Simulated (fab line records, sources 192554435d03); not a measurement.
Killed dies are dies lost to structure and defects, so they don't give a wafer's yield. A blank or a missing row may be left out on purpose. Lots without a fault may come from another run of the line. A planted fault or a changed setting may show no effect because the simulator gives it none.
Which tool did it? | flow n5_finfet | 10 lots, 30 wafers sampled, at 5 steps of a route of 1938

WHAT THE GAUGES READ, wafer by wafer
N5_BEOL_M1_CD_MEAS_35: target cd 18 nm, target cd y 21 nm. Usual: cd_nm 18.14 nm, standard deviation 0.29.
lot  | measured     | on        | cd_nm (nm)        | flag
L322 | day 8 04:47  | cd_sem-02 | 18.38 18.17 18.35 |
L323 | day 8 08:22  | cd_sem-01 | 17.97 18.24 18.25 |
L330 | day 9 19:35  | cd_sem-02 | 18.47 18.27 18.42 |
L331 | day 10 13:20 | cd_sem-01 | 18.22 18.56 18.13 |
L332 | day 10 13:16 | cd_sem-01 | 17.92 17.94 17.91 |
L333 | day 10 19:16 | cd_sem-03 | 18.26 18.29 18.05 |
L336 | day 11 17:03 | cd_sem-02 | 18.19 18.40 17.82 |
L335 | day 11 20:28 | cd_sem-03 | 17.93 17.89 17.76 |
L337 | day 11 21:08 | cd_sem-01 | 18.09 18.16 18.41 |
L338 | day 11 23:20 | cd_sem-01 | 18.45 17.63 18.23 |

N5_BEOL_M4_RC_MEAS_101. Usual: DIBL_N 36.4 mV/V, standard deviation 1.4; DIBL_P 36.3 mV/V, standard deviation 1.5; IOFF_N 0.162 nA/um, standard deviation 0.023; IOFF_P 0.211 nA/um, standard deviation 0.027; ION_N 676 uA/um, standard deviation 9.7; ION_P 463 uA/um, standard deviation 6.4; SS_N 71.5 mV/dec, standard deviation 0.5; SS_P 73.3 mV/dec, standard deviation 0.6; VT_N 249.3 mV, standard deviation 2.5; VT_P -249.9 mV, standard deviation 2.8.
lot  | measured     | on        | DIBL_N (mV/V)  | DIBL_P (mV/V)  | IOFF_N (nA/um)    | IOFF_P (nA/um)    | ION_N (uA/um) | ION_P (uA/um) | SS_N (mV/dec)  | SS_P (mV/dec)  | VT_N (mV)         | VT_P (mV)            | flag
L322 | day 9 20:55  | prober-01 | 33.7 36.4 37.4 | 33.6 36.3 38.2 | 0.121 0.162 0.174 | 0.176 0.223 0.237 | 664 671 670   | 462 461 458   | 70.7 70.9 71.6 | 72.0 72.7 73.3 | 253.4 249.2 249.3 | -253.6 -250.1 -247.8 |
L323 | day 10 01:58 | prober-01 | 36.1 35.1 34.5 | 37.9 36.0 35.8 | 0.168 0.144 0.128 | 0.210 0.177 0.178 | 679 674 660   | 464 458 460   | 71.3 71.2 71.1 | 74.0 73.6 73.0 | 247.3 250.4 252.3 | -248.0 -253.1 -252.5 |
L330 | day 11 14:55 | prober-01 | 35.0 35.0 35.4 | 35.2 35.0 35.9 | 0.154 0.155 0.172 | 0.215 0.213 0.230 | 688 680 681   | 472 469 466   | 71.2 70.3 71.2 | 74.1 73.4 73.5 | 246.0 250.0 244.4 | -248.1 -248.0 -247.5 |
L331 | day 12 08:04 | prober-02 | 36.4 38.5 36.7 | 35.6 38.1 36.1 | 0.141 0.177 0.150 | 0.203 0.247 0.213 | 683 692 676   | 470 472 467   | 71.8 71.7 72.1 | 73.0 73.6 72.8 | 250.3 246.2 248.3 | -251.5 -246.2 -247.7 |
L332 | day 11 22:46 | prober-02 | 34.5 36.7 37.1 | 34.5 37.4 37.9 | 0.114 0.153 0.167 | 0.160 0.189 0.222 | 675 671 683   | 458 455 460   | 70.7 71.2 71.2 | 72.1 73.1 73.3 | 257.0 250.9 250.9 | -254.2 -253.6 -250.4 |
L333 | day 12 05:59 | prober-02 | 40.7 37.8 38.3 | 39.0 36.8 36.3 | 0.230 0.179 0.175 | 0.267 0.214 0.209 | 675 682 669   | 460 466 454   | 72.9 71.9 72.8 | 74.4 74.1 73.3 | 247.4 247.4 249.5 | -248.4 -249.9 -248.8 |
L336 | day 13 06:31 | prober-01 | 37.0 37.3 36.8 | 36.4 36.7 36.8 | 0.156 0.175 0.174 | 0.200 0.210 0.204 | 667 675 687   | 459 459 470   | 72.0 71.3 71.8 | 74.1 74.1 74.6 | 250.4 249.3 245.5 | -252.9 -251.6 -251.3 |
L335 | day 13 07:33 | prober-02 | 36.0 36.4 36.4 | 34.2 33.9 35.0 | 0.153 0.162 0.162 | 0.213 0.216 0.231 | 670 661 665   | 462 457 466   | 71.6 71.6 71.4 | 73.0 71.9 73.6 | 250.2 250.8 250.8 | -250.2 -246.2 -248.0 |
L337 | day 13 08:16 | prober-01 | 36.9 40.8 38.4 | 36.1 42.2 38.3 | 0.163 0.254 0.188 | 0.192 0.309 0.240 | 676 706 699   | 459 473 472   | 71.7 72.2 71.9 | 73.5 75.0 74.3 | 249.4 244.1 248.1 | -251.9 -243.8 -250.8 |
L338 | day 13 09:50 | prober-02 | 34.1 37.0 35.6 | 32.7 36.4 35.0 | 0.122 0.164 0.149 | 0.172 0.225 0.198 | 674 673 691   | 465 463 470   | 70.9 71.6 71.2 | 72.6 73.3 73.7 | 252.4 248.5 247.3 | -251.9 -248.6 -248.5 |

WHICH TOOL RAN EACH LOT (tool, then ch and the chambers of the sampled wafers, then the start)
lot  | N5_BEOL_M1_STRIP_97                           | N5_BEOL_M1_SPUTTER_79        | N5_BEOL_M1_ANNEAL_80
L322 | rie_diel-03 ch 0,3, day 8 04:47 or earlier    | pvd_sputter-02, day 8 06:35  | pvd_sputter-02, day 8 06:40
L323 | rie_diel-05 ch 0,1,2, day 8 08:22 or earlier  | pvd_sputter-03, day 8 09:35  | pvd_sputter-03, day 8 09:40
L330 | rie_diel-05 ch 1,2, day 9 19:35 or earlier    | pvd_sputter-01, day 9 20:42  | pvd_sputter-01, day 9 20:47
L331 | rie_diel-01 ch 0,3, day 10 13:20 or earlier   | pvd_sputter-02, day 10 14:23 | pvd_sputter-02, day 10 14:28
L332 | rie_diel-05 ch 0,2,3, day 10 13:16 or earlier | pvd_sputter-03, day 10 14:14 | pvd_sputter-03, day 10 14:19
L333 | rie_diel-03 ch 0,3, day 10 19:16 or earlier   | pvd_sputter-01, day 10 20:49 | pvd_sputter-01, day 10 20:53
L336 | rie_diel-01 ch 1,2,3, day 11 17:03 or earlier | pvd_sputter-03, day 11 18:19 | pvd_sputter-03, day 11 18:24
L335 | rie_diel-01 ch 0,1,3, day 11 20:28 or earlier | pvd_sputter-03, day 11 21:24 | pvd_sputter-03, day 11 21:29
L337 | rie_diel-03 ch 0,1,3, day 11 21:08 or earlier | pvd_sputter-02, day 11 22:46 | pvd_sputter-02, day 11 22:51
L338 | rie_diel-03 ch 0,1, day 11 23:20 or earlier   | pvd_sputter-02, day 12 01:05 | pvd_sputter-02, day 12 01:10
- N5_BEOL_M1_STRIP_97: strips in N2/H2, time 10 s.
- N5_BEOL_M1_SPUTTER_79: material Cu, target thk 4.5 nm, time 8.29 s.
- N5_BEOL_M1_ANNEAL_80: time 240 s.

WHAT THE TOOLS THEMSELVES READ (means of the sampled wafers that have a number; where no wafer has one, the mark that the record gives instead)
N5_BEOL_M1_STRIP_97. Usual: drypump_motor_current_A 5.7 A, standard deviation 0.38; oes_product_au 0.80 a.u., standard deviation 0.074; rf_vpp_V 59.1 V, standard deviation 0.81; showerhead_plenum_p_Torr 2.54 Torr, standard deviation 0.058; temp_c 40.00 C, standard deviation 0.11; throttle_valve_pct 23.5 %, standard deviation 0.33.
lot  | tool        | drypump_motor_current_A (A) | oes_product_au (a.u.) | rf_vpp_V (V) | showerhead_plenum_p_Torr (Torr) | temp_c (C) | throttle_valve_pct (%) | flag
L322 | rie_diel-03 | 6.2                         | 0.86                  | 59.6         | 2.55                            | 40.04      | 23.3                   |
L323 | rie_diel-05 | 5.7                         | 0.80                  | 59.1         | 2.55                            | 40.01      | 23.5                   |
L330 | rie_diel-05 | 5.4                         | 0.86                  | 58.5         | 2.57                            | 39.90      | 23.2                   |
L331 | rie_diel-01 | 5.4                         | 0.82                  | 59.5         | 2.57                            | 40.11      | 23.6                   |
L332 | rie_diel-05 | 5.4                         | 0.76                  | 59.6         | 2.53                            | 40.01      | 23.5                   |
L333 | rie_diel-03 | 6.2                         | 0.81                  | 58.7         | 2.49                            | 39.96      | 23.3                   |
L336 | rie_diel-01 | 5.5                         | 0.86                  | 58.9         | 2.54                            | 39.98      | 23.3                   |
L335 | rie_diel-01 | 5.5                         | 0.83                  | 58.8         | 2.57                            | 40.05      | 23.6                   |
L337 | rie_diel-03 | 6.2                         | 0.78                  | 59.4         | 2.55                            | 39.90      | 23.5                   |
L338 | rie_diel-03 | 6.2                         | 0.74                  | 59.1         | 2.51                            | 39.85      | 23.5                   |

N5_BEOL_M1_SPUTTER_79. Usual: chamber_pressure_pa 0.07 Pa, standard deviation 0.00014; chuck_gas_flow_sccm 1.26 sccm, standard deviation 0.054; throttle_valve_pct 30.1 %, standard deviation 0.39.
lot  | tool           | chamber_pressure_pa (Pa) | chuck_gas_flow_sccm (sccm) | throttle_valve_pct (%) | flag
L322 | pvd_sputter-02 | 0.07                     | 1.25                       | 30.4                   |
L323 | pvd_sputter-03 | 0.07                     | 1.25                       | 30.1                   |
L330 | pvd_sputter-01 | -                        | -                          | -                      | OFF
L331 | pvd_sputter-02 | -                        | -                          | -                      | OFF
L332 | pvd_sputter-03 | -                        | -                          | -                      | OFF
L333 | pvd_sputter-01 | 0.07                     | 1.21                       | 30.0                   |
L336 | pvd_sputter-03 | 0.07                     | 1.26                       | 30.2                   |
L335 | pvd_sputter-03 | 0.07                     | 1.25                       | 30.2                   |
L337 | pvd_sputter-02 | 0.07                     | 1.28                       | 30.4                   |
L338 | pvd_sputter-02 | 0.07                     | 1.25                       | 30.3                   |

N5_BEOL_M1_ANNEAL_80. Usual: heater_power_w 844 W, standard deviation 110.
lot  | tool           | heater_power_w (W) | flag
L322 | pvd_sputter-02 | 835                |
L323 | pvd_sputter-03 | 770                |
L330 | pvd_sputter-01 | 872                |
L331 | pvd_sputter-02 | 809                |
L332 | pvd_sputter-03 | 788                |
L333 | pvd_sputter-01 | 966                |
L336 | pvd_sputter-03 | 788                |
L335 | pvd_sputter-03 | 774                |
L337 | pvd_sputter-02 | 866                |
L338 | pvd_sputter-02 | 883                |

THE ANSWER, worked out from the rows above alone
Rule: a lot is off if the mean of its wafers that have a number lies more than 3 standard deviations from the usual mean. A lot without any number at a reading at which 4 lots or more have one is off too. The other lots that the step has rows for count as sound. The gauges are gone through in route order, then the tools' own readings, and for those a lot's mean is taken as printed above. The first step at which some lot is off is used, and at that step the reading that is off furthest; a lot without a number counts as furthest.
Off: L330, L331, L332, at N5_BEOL_M1_SPUTTER_79 (chamber_pressure_pa). Without a number there: L330, L331, L332.
A tool fits if, at that step or a process step before it, it ran every lot that is off, and no sound lot after the first of them. N5_BEOL_M1_STRIP_97 gives no start for some lots, so the hours and the order of its lots are those of N5_BEOL_M1_CD_MEAS_35. None of those tried fits.

WHAT THE SIMULATOR HAD PUT IN
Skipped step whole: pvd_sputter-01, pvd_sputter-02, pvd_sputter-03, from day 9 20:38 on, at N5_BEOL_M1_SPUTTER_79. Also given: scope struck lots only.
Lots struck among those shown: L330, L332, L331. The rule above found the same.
